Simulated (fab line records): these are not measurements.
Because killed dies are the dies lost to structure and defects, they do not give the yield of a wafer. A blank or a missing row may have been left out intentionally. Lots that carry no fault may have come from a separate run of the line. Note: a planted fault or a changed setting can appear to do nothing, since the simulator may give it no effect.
Matching of chambers	flow n5 finfet	4 sister chambers for N5_BEOL_M13_DESCUM_33 on rie diel-04
The step chemistry O2, time 7.9 s. 4 wafers are shown with their chamber, then 9 later ones without.

## WAFERS, EACH WITH ITS CHAMBER
wafer	chamber	drypump motor current A (A)
L089.3	3	5.0
L087.1	1	6.2
L087.3	2	4.9
L087.5	0	5.2

## WAFERS WHOSE CHAMBER IS MISSING
wafer	drypump motor current A (A)
L092.1	6.2
L092.4	5.0
L092.5	5.3
L094.2	6.2
L094.5	5.0
L094.6	5.3
L097.1	4.9
L097.2	5.3
L097.5	4.9

## EACH ONE'S CHAMBER
wafer	from the rows above	in truth
L092.1	1	1
L092.4	can't be placed: 3 or 2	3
L092.5	0	0
L094.2	1	1
L094.5	can't be placed: 3 or 2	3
L094.6	0	0
L097.1	can't be placed: 2 or 3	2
L097.2	0	0
L097.5	can't be placed: 2 or 3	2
Correct placement for 5 of the 9. Can't be placed from these rows: 4 (the true chamber is among the candidates in 4). Wrongly placed: 0.
How it was worked out, from the rows above alone: a wafer's distance from a chamber is the root of the sum, over the readings, of the square of ((its reading less the chamber's mean) divided by the reading's scatter). The wafer belongs to the nearest chamber; if the next one is less than 2 further off, it can't be placed. The mean given for a chamber averages the wafers shown for that chamber. The scatter: with one shown wafer a chamber, the root of the mean of the squares of how far each hidden wafer lies from its nearest shown one.
